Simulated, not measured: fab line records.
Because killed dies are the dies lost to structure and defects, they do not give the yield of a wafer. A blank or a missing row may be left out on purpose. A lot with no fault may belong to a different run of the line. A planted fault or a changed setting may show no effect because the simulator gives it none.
What tool caused it? :: flow n5_finfet :: at 1 step of a route of 1938, 11 lots with 29 wafers sampled

## WHAT EACH GAUGE READ, for each wafer
N5_BEOL_M4_RC_MEAS_101. Usual: DIBL_N 37.4 mV/V, standard deviation 2.1; DIBL_P 37.8 mV/V, standard deviation 2.5; IOFF_N 0.19 nA/um, standard deviation 0.045; IOFF_P 0.24 nA/um, standard deviation 0.05; ION_N 682 uA/um, standard deviation 16; ION_P 467 uA/um, standard deviation 11; SS_N 71.9 mV/dec, standard deviation 0.67; SS_P 73.6 mV/dec, standard deviation 0.76; VT_N 247 mV, standard deviation 3.6; VT_P -248 mV, standard deviation 3.6.
lot: L124
measured: day 7 13:59
on: prober-01
DIBL_N (mV/V): 36.8 37.8 33.9
DIBL_P (mV/V): 38.7 39.0 34.3
IOFF_N (nA/um): 0.19 0.23 0.14
IOFF_P (nA/um): 0.25 0.27 0.17
ION_N (uA/um): 670 679 664
ION_P (uA/um): 461 460 451
SS_N (mV/dec): 72.3 72.1 71.3
SS_P (mV/dec): 75.0 74.4 72.5
VT_N (mV): 249 246 251
VT_P (mV): -249 -247 -252
flag: 

lot: L125
measured: day 7 20:51
on: prober-02
DIBL_N (mV/V): 38.1 38.6 36.7
DIBL_P (mV/V): 39.5 39.0 37.9
IOFF_N (nA/um): 0.21 0.22 0.19
IOFF_P (nA/um): 0.28 0.29 0.28
ION_N (uA/um): 690 698 696
ION_P (uA/um): 475 479 477
SS_N (mV/dec): 71.5 71.9 71.7
SS_P (mV/dec): 73.1 73.1 72.5
VT_N (mV): 244 243 241
VT_P (mV): -245 -244 -243
flag: 

lot: L128
measured: day 9 05:26
on: prober-02
DIBL_N (mV/V): 36.7 37.8 39.9
DIBL_P (mV/V): 36.8 38.5 39.8
IOFF_N (nA/um): 0.16 0.19 0.22
IOFF_P (nA/um): 0.21 0.25 0.29
ION_N (uA/um): 680 689 668
ION_P (uA/um): 463 465 458
SS_N (mV/dec): 71.6 72.7 73.3
SS_P (mV/dec): 72.6 73.0 74.1
VT_N (mV): 250 248 246
VT_P (mV): -251 -250 -246
flag: 

lot: L130
measured: day 9 20:37
on: prober-02
DIBL_N (mV/V): 36.2 35.6
DIBL_P (mV/V): 37.4 36.6
IOFF_N (nA/um): 0.16 0.16
IOFF_P (nA/um): 0.22 0.21
ION_N (uA/um): 689 695
ION_P (uA/um): 470 473
SS_N (mV/dec): 71.4 72.0
SS_P (mV/dec): 73.9 73.1
VT_N (mV): 247 249
VT_P (mV): -248 -249
flag: 

lot: L135
measured: day 10 21:37
on: prober-01
DIBL_N (mV/V): 39.5 35.7
DIBL_P (mV/V): 38.9 35.8
IOFF_N (nA/um): 0.24 0.16
IOFF_P (nA/um): 0.29 0.22
ION_N (uA/um): 695 697
ION_P (uA/um): 475 478
SS_N (mV/dec): 72.4 71.2
SS_P (mV/dec): 74.2 72.9
VT_N (mV): 243 247
VT_P (mV): -245 -246
flag: 

lot: L140
measured: day 12 13:53
on: prober-02
DIBL_N (mV/V): 36.5 35.8 36.6
DIBL_P (mV/V): 36.2 36.9 37.4
IOFF_N (nA/um): 0.16 0.16 0.18
IOFF_P (nA/um): 0.21 0.22 0.25
ION_N (uA/um): 671 687 693
ION_P (uA/um): 456 474 472
SS_N (mV/dec): 71.4 71.8 72.0
SS_P (mV/dec): 73.0 73.5 73.6
VT_N (mV): 248 250 246
VT_P (mV): -249 -250 -247
flag: 

lot: L141
measured: day 12 19:22
on: prober-01
DIBL_N (mV/V): 40.4 37.5 40.2
DIBL_P (mV/V): 43.3 37.7 42.0
IOFF_N (nA/um): 0.25 0.17 0.26
IOFF_P (nA/um): 0.38 0.23 0.35
ION_N (uA/um): 675 663 710
ION_P (uA/um): 465 453 484
SS_N (mV/dec): 72.9 72.1 71.9
SS_P (mV/dec): 75.2 72.9 74.2
VT_N (mV): 243 252 241
VT_P (mV): -243 -249 -239
flag: 

lot: L142
measured: day 12 20:59
on: prober-02
DIBL_N (mV/V): 39.4 41.2
DIBL_P (mV/V): 38.5 40.6
IOFF_N (nA/um): 0.20 0.23
IOFF_P (nA/um): 0.23 0.26
ION_N (uA/um): 665 698
ION_P (uA/um): 451 469
SS_N (mV/dec): 71.8 72.2
SS_P (mV/dec): 73.0 73.4
VT_N (mV): 249 246
VT_P (mV): -250 -249
flag: 

lot: L144
measured: day 13 00:13
on: prober-02
DIBL_N (mV/V): 37.6 36.1
DIBL_P (mV/V): 37.5 36.6
IOFF_N (nA/um): 0.20 0.19
IOFF_P (nA/um): 0.27 0.28
ION_N (uA/um): 715 697
ION_P (uA/um): 493 485
SS_N (mV/dec): 71.5 71.0
SS_P (mV/dec): 73.7 74.0
VT_N (mV): 246 247
VT_P (mV): -244 -242
flag: 

lot: L146
measured: day 14 03:58
on: prober-01
DIBL_N (mV/V): 36.1 35.7 35.1
DIBL_P (mV/V): 36.7 36.4 36.8
IOFF_N (nA/um): 0.15 0.15 0.14
IOFF_P (nA/um): 0.20 0.21 0.21
ION_N (uA/um): 659 656 673
ION_P (uA/um): 448 452 461
SS_N (mV/dec): 71.9 71.4 72.2
SS_P (mV/dec): 72.8 73.3 73.0
VT_N (mV): 251 248 250
VT_P (mV): -252 -249 -252
flag: 

lot: L147
measured: day 14 18:05
on: prober-02
DIBL_N (mV/V): 32.9 37.6 31.9
DIBL_P (mV/V): 33.6 38.6 32.6
IOFF_N (nA/um): 0.11 0.20 0.10
IOFF_P (nA/um): 0.19 0.29 0.18
ION_N (uA/um): 677 699 665
ION_P (uA/um): 477 483 468
SS_N (mV/dec): 70.8 72.1 71.5
SS_P (mV/dec): 72.6 74.1 72.6
VT_N (mV): 253 245 257
VT_P (mV): -247 -245 -248
flag: 

## EACH LOT AND THE TOOL THAT RAN IT (in order: tool; ch and the chambers of the sampled wafers; start)
Record: no process step prior to these readings.

## AS READ BY THE TOOLS THEMSELVES (means over the sampled wafers that have a number; for cases with no such wafer, the mark the record gives instead)
The record holds no such reading with a usual standard deviation.

## THE ANSWER, worked out from the rows above alone
Rule: a lot is off if the mean of its wafers that have a number lies more than 3 standard deviations from the usual mean. A lot without any number at a reading at which 4 lots or more have one is off too. Any other lot the step has rows for is counted as sound. After the gauges, taken in route order, come the tools' own readings; for these a lot's mean is taken, as printed above. At the first step where some lot is off, the reading lying furthest off is the one used; lots without a number count as furthest.
None of the lots is off at any reading shown; this tells nothing.

## WHAT WAS PUT IN BY THE SIMULATOR
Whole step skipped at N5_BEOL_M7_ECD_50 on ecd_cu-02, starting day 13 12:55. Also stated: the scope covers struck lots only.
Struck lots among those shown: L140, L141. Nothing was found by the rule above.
